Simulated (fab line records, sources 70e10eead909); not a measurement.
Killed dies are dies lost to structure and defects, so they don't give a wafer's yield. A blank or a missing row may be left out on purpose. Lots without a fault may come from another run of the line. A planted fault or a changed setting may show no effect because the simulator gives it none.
fab line records | flow nand_harc
record lots=12 wafers=36 last_day=34
route steps=1302 shown P_BONDPAD@380 A_START@389 A_CHANNEL_HOLE_D1@471
lots that met no fault: from a run of the same line without faults
start_h: hours from the record's first day to the start of the lot's first wafer shown | wait_h: hours since the lot's step before | " the same as in the row above | L1.1+2: a row that stands for several wafers | - no value, or no start given | * or withheld: withheld | < > ~ a bound
route shown NAME@n: a module of which the file shows steps, and the number in the route of the first | usual: mean/standard deviation of fault-free wafers | same: alike in all rows | chamber/n: place in a boat | sites: the reading at each site | _std_site: their standard deviation | _edge_site: outer sites' mean less inner sites' | radius_mm: how far each site lies from the wafer's centre | mask NAME#n: copy n | behind: the tool/chamber that last shaped the wafer | hold: why the lot was held/for how many hours/how that ended | device: the transistor (n, p or np) that didn't switch | end of line: the same wafers' tests at the end of the route | a step without rows: its recipe alone | killed: dies lost to structure and defects at the first sort, not the wafer's yield | map: a wafer's dies, x killed, . not, _ none there
set.NAME: the setting as run; set.NAME@STEP: as run at that earlier step | model.NAME: the simulator's own value behind a step, which no gauge read
steps of the route over a sample of lots; a table a step, a row a wafer
services: from which hour (start_h, from the record's first day; less than 0 if before it) a tool's chamber was out of use, for how many hours, and why
## steps
# step NHARC_P_BONDPAD_CMP_19
# recipe t_overpolish_s=30 cu_recess_touch_s=16 target_thk_nm=160.81
# usual edge_zone_pressure_frac=0.999/0.005 motor_current_A=11.5/1.1 overpolish_run_s=30.000/0.0093 slurry_filter_dp_kPa=13.51/0.14 slurry_flow_ml_min=150.1/0.47
# same cu_recess_touch_s=16
# columns lot.wafer tool chamber start_h wait_h edge_zone_pressure_frac motor_current_A overpolish_run_s slurry_filter_dp_kPa slurry_flow_ml_min
L827.2 cmp-01 3 135.85 - 0.996 12.3 30.004 13.59 149.5
L827.1 " 2 " " 1.001 11.0 30.009 13.75 150.0
L827.5 " 0 " " 1.000 11.0 30.007 13.52 150.2
L830.1 cmp-02 2 165.90 - 0.992 11.6 30.018 13.34 150.5
L830.4 " 3 " " 0.997 13.3 29.992 13.47 150.0
L830.5 " 2 " " 0.993 11.7 30.003 13.55 149.9
L831.4 cmp-01 3 177.50 - 0.991 12.6 30.001 13.36 150.3
L831.5 " 3 " " 0.999 12.4 29.995 13.72 149.7
L831.6 " 0 " " 0.999 10.8 30.004 13.63 150.4
L832.1 cmp-02 0 184.98 - 0.997 14.5 29.997 13.57 150.3
L832.4 " 1 " " 0.997 10.8 30.006 13.46 150.2
L832.5 " 2 " " 0.998 11.5 30.001 13.65 150.2
L833.3 cmp-03 2 198.01 - 0.996 11.1 29.988 13.55 150.5
L833.4 " 0 " " 1.000 9.7 29.999 13.46 150.6
L833.6 " 2 " " 0.995 11.2 30.013 13.45 150.0
L842.2 cmp-03 3 281.56 - 1.009 10.6 29.997 13.55 150.3
L842.3 " 1 " " 1.007 11.5 29.977 13.34 149.2
L842.5 " 0 " " 0.995 9.6 30.001 13.64 150.3
L840.1 cmp-02 3 282.36 - 1.005 13.9 29.998 13.71 149.4
L840.5 " 2 " " 1.002 11.7 30.003 13.51 149.1
L840.6 " 3 " " 1.008 13.3 29.998 13.70 149.9
L841.3 cmp-03 1 284.12 - 0.994 11.3 30.000 13.46 150.8
L841.5 " 0 " " 0.988 9.8 30.011 13.47 150.2
L841.6 " 1 " " 1.003 11.1 30.015 13.39 150.4
L846.4 cmp-02 1 329.16 - 0.999 10.1 29.979 13.56 150.1
L846.1 " 2 " " 1.005 11.4 30.003 13.58 150.4
L846.6 " 2 " " 1.000 12.0 30.008 13.35 149.8
L848.2 cmp-01 1 353.63 - 0.999 13.1 29.993 13.36 150.8
L848.4 " 3 " " 1.006 12.3 30.005 13.62 149.5
L848.6 " 0 " " 1.004 10.3 29.983 13.39 150.5
L849.2 cmp-01 1 362.58 - 1.002 12.5 29.986 13.37 150.7
L849.4 " 0 " " 0.995 11.2 29.994 13.45 150.9
L849.6 " 1 " " 1.004 12.8 30.007 13.57 150.9
L850.4 cmp-01 2 365.70 - 1.006 10.8 30.003 13.22 149.8
L850.5 " 3 " " 0.996 11.8 30.001 13.60 149.8
L850.6 " 0 " " 1.006 10.9 30.000 13.51 150.7
# step NHARC_A_START_INSPECT_01
# usual raw_defect_count=3.5/1.7
# columns lot.wafer tool chamber start_h wait_h raw_defect_count
L827.1 defect_inspect-02 - 136.88 - 3
L827.2 " - " " 2
L827.5 " - " " 2
L830.1 defect_inspect-02 - 166.92 - 2
L830.4 " - " " 4
L830.5 " - " " 0
L831.4 defect_inspect-01 - 178.54 - 4
L831.5 " - " " 5
L831.6 " - " " 3
L832.1 defect_inspect-01 - 185.95 - 6
L832.4 " - " " 3
L832.5 " - " " 6
L833.3 defect_inspect-02 - 199.03 - 6
L833.4 " - " " 5
L833.6 " - " " 3
L842.2 defect_inspect-02 - 282.58 - 3
L842.3 " - " " 2
L842.5 " - " " 4
L840.1 defect_inspect-02 - 283.34 - 5
L840.5 " - " " 2
L840.6 " - " " 5
L841.3 defect_inspect-02 - 285.11 - 4
L841.5 " - " " 5
L841.6 " - " " 2
L846.1 defect_inspect-02 - 330.17 - 4
L846.4 " - " " 5
L846.6 " - " " 3
L848.2 defect_inspect-01 - 354.63 - 5
L848.4 " - " " 5
L848.6 " - " " 3
L849.2 defect_inspect-01 - 363.57 - 2
L849.4 " - " " 7
L849.6 " - " " 2
L850.4 defect_inspect-02 - 366.61 - 5
L850.5 " - " " 4
L850.6 " - " " 3
# step NHARC_A_CHANNEL_HOLE_D1_ETCH_19
# recipe bias_v=1200 source_w=2500 pressure_mtorr=15 time_s=34.5 ar_flow_sccm=375 c4f8_flow_sccm=28.8 o2_flow_sccm=96.2 temp_c=-20 target_depth_a=* chemistry=C4F8/O2/Ar
# usual bias_v=1200/12 c4f8_flow_sccm=28.80/0.086 drypump_motor_current_A=5.29/0.18 showerhead_plenum_p_Torr=3.71/0.072 throttle_valve_pct=37.036/0.0091
# columns lot.wafer tool chamber start_h wait_h bias_v c4f8_flow_sccm drypump_motor_current_A rf_hours_counter_h showerhead_plenum_p_Torr throttle_valve_pct
L827.1 har_etch-01 0 181.13 0.1 1186 28.71 5.39 84 3.78 37.037
L827.2 " 1 " " 1220 28.93 5.31 84 3.71 37.034
L827.5 " 1 " " 1223 28.84 5.32 - 3.71 37.046
L830.1 har_etch-01 0 211.05 0.1 1183 28.69 5.40 99 3.77 37.040
L830.4 " 0 " " 1202 28.68 5.41 - 3.77 37.038
L830.5 " 0 " " 1200 28.70 5.39 - 3.77 37.042
L831.4 har_etch-01 0 225.98 3.0 1207 28.76 5.40 - 3.77 37.053
L831.6 " 0 " " 1220 28.88 5.40 - 3.77 37.035
L831.5 " 1 " " 1185 28.77 5.33 - 3.70 37.040
L832.1 har_etch-01 0 230.14 1.1 1196 28.75 5.39 114 3.77 37.047
L832.4 " 1 " " 1202 28.77 5.33 - 3.69 37.034
L832.5 " 0 " " 1219 28.74 5.39 - 3.77 37.031
L833.4 har_etch-01 1 243.77 0.1 1191 28.72 5.32 - 3.69 37.034
L833.3 " 0 " " 1223 28.83 5.39 - 3.76 37.023
L833.6 " 0 " " 1202 28.78 5.40 - 3.76 37.033
L841.3 har_etch-01 0 323.02 0.1 1204 28.87 5.40 - 3.74 37.029
L841.6 " 1 " " 1199 14.37 5.35 - 3.60 36.070
L841.5 " 0 " " 1194 28.80 5.40 - 3.74 37.058
L842.2 har_etch-02 0 323.82 0.6 1205 28.83 4.90 382 3.62 37.046
L842.3 " 0 " " 1213 28.81 4.89 - 3.62 37.043
L842.5 " 0 " " 1191 28.84 4.91 - 3.62 37.040
L840.1 har_etch-01 1 327.13 3.4 1216 14.35 5.35 168 3.60 36.061
L840.6 " 0 " " 1201 28.80 5.40 - 3.74 37.030
L840.5 " 1 " " 1210 14.38 5.36 - 3.60 36.082
L846.1 har_etch-02 1 371.31 0.1 1207 28.95 5.36 397 3.71 37.035
L846.4 " 0 " " 1197 28.88 4.88 - 3.61 37.033
L846.6 " 0 " " 1196 28.77 4.91 - 3.61 37.043
L848.2 har_etch-02 0 396.26 0.1 1172 28.86 4.91 0 3.99 37.036
L848.4 " 1 " " 1196 28.84 5.39 - 3.71 37.024
L848.6 " 1 " " 1191 28.90 5.40 - 3.71 37.047
L849.2 har_etch-01 1 407.42 0.1 1206 28.95 5.33 218 3.64 37.033
L849.4 " 1 " " 1203 28.95 5.34 - 3.64 37.046
L849.6 " 1 " " 1213 28.99 5.32 - 3.64 37.019
L850.4 har_etch-02 1 407.88 0.1 1196 28.76 5.40 - 3.70 37.033
L850.6 " 1 " " 1210 28.85 5.39 - 3.70 37.044
L850.5 " 0 " " 1199 28.78 4.90 - 3.98 37.048
# step NHARC_A_CHANNEL_HOLE_D1_XSEM_31
# recipe landing_energy_ev=35000
# usual bot_cd_nm=74.7/1.4 bow_nm=8.58/0.27 tilt_deg=0.09/0.038
# columns lot.wafer tool chamber start_h wait_h bot_cd_nm bow_nm tilt_deg
L827.1 xsem-01 0 188.47 0.1 76.9 8.60 0.07
L827.2 " 0 " " 75.9 8.59 0.07
L827.5 " 0 " " 75.3 8.64 0.07
L830.1 xsem-01 0 216.62 0.1 74.5 8.86 0.12
L830.4 " 0 " " 74.7 8.74 0.12
L830.5 " 0 " " 77.5 8.80 0.12
L831.4 xsem-01 0 231.72 0.1 73.0 8.33 0.05
L831.5 " 0 " " 76.1 8.34 0.05
L831.6 " 0 " " 74.6 8.27 0.05
L832.1 xsem-01 0 237.56 0.1 71.3 8.40 0.05
L832.4 " 0 " " 72.5 8.37 0.05
L832.5 " 0 " " 73.7 8.38 0.05
L833.3 xsem-02 0 249.52 0.1 77.4 8.53 0.14
L833.4 " 0 " " 76.6 8.58 0.14
L833.6 " 0 " " 75.6 8.51 0.14
L841.3 xsem-02 0 328.72 0.1 75.3 8.81 0.11
L841.5 " 0 " " 72.7 8.93 0.11
L841.6 " 0 " " 75.9 8.82 0.10
L842.2 xsem-01 0 329.43 0.1 74.5 9.01 0.02
L842.3 " 0 " " 76.1 9.07 0.02
L842.5 " 0 " " 73.6 9.08 0.02
L840.1 xsem-02 0 332.71 0.1 72.2 8.55 0.08
L840.5 " 0 " " 73.6 8.57 0.09
L840.6 " 0 " " 71.7 8.63 0.08
L846.1 xsem-02 0 376.93 0.1 74.9 8.52 0.08
L846.4 " 0 " " 74.5 8.52 0.08
L846.6 " 0 " " 76.1 8.50 0.08
L848.2 xsem-01 0 401.84 0.1 73.0 8.89 0.10
L848.4 " 0 " " 74.3 8.90 0.10
L848.6 " 0 " " 73.9 8.87 0.10
L849.2 xsem-02 0 412.98 0.1 75.8 8.45 0.15
L849.4 " 0 " " 74.1 8.47 0.15
L849.6 " 0 " " 75.0 8.40 0.16
L850.4 xsem-01 0 413.67 0.1 73.1 8.41 0.10
L850.5 " 0 " " 72.7 8.49 0.10
L850.6 " 0 " " 74.2 8.46 0.10
## services
# columns tool chamber start_h hours kind
cmp-03 - 119.57 1.5 repair
cmp-02 - 134.55 4.0 pm
cmp-01 - 139.18 4.7 repair
cmp-03 - 162.01 4.0 pm
cmp-01 - 185.50 4.0 pm
cmp-01 - 198.83 3.5 repair
cmp-02 - 225.57 1.0 repair
har_etch-02 - 227.03 2.7 repair
cmp-02 - 232.55 4.0 pm
cmp-03 - 245.30 0.8 repair
cmp-03 - 255.50 2.6 repair
cmp-03 - 260.01 4.0 pm
cmp-02 - 265.19 3.0 repair
cmp-01 - 283.50 4.0 pm
cmp-03 - 320.51 2.7 repair
cmp-01 - 328.65 0.2 repair
cmp-02 - 330.55 4.0 pm
cmp-03 - 331.62 0.4 repair
cmp-03 - 358.01 4.0 pm
cmp-01 - 363.73 0.3 repair
cmp-02 - 370.54 1.0 repair
xsem-01 - 374.00 14.0 pm
har_etch-02 - 378.41 17.0 pm
cmp-01 - 381.50 4.0 pm
## key
first_sign step=NHARC_A_CHANNEL_HOLE_D1_ETCH_19 reading=c4f8_flow_sccm direction=down sigmas=99+ usual=* struck=*
effect step=NHARC_A_CHANNEL_HOLE_D1_ETCH_19 reading=throttle_valve_pct direction=down sigmas=99+ usual=37.036 struck=36.071
met_at NHARC_A_CHANNEL_HOLE_D1_ETCH_19
struck_lots L840,L841
struck_wafers L840.1,L840.5,L841.6
tester_left_out L840,L841
not_acting_at NHARC_P_BONDPAD_CMP_19,NHARC_A_START_INSPECT_01,NHARC_A_CHANNEL_HOLE_D1_XSEM_31
onset_between 243.77 323.02
fault kind=process_parameter_drift tool=har_etch-01 chamber=1 onset_h=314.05 steps=NHARC_A_CHANNEL_HOLE_D1_ETCH_19 channel=c4f8_flow_sccm offset=* shape=step end_h=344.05 acts_in=* stated=*
# tester_left_out: of these lots the tester's yield and bins aren't shown, on N5 and GAA mostly nor the transistor test; their killed dies are dies lost to structure and defects alone, not to doping, threshold or leakage, so they don't give the yield
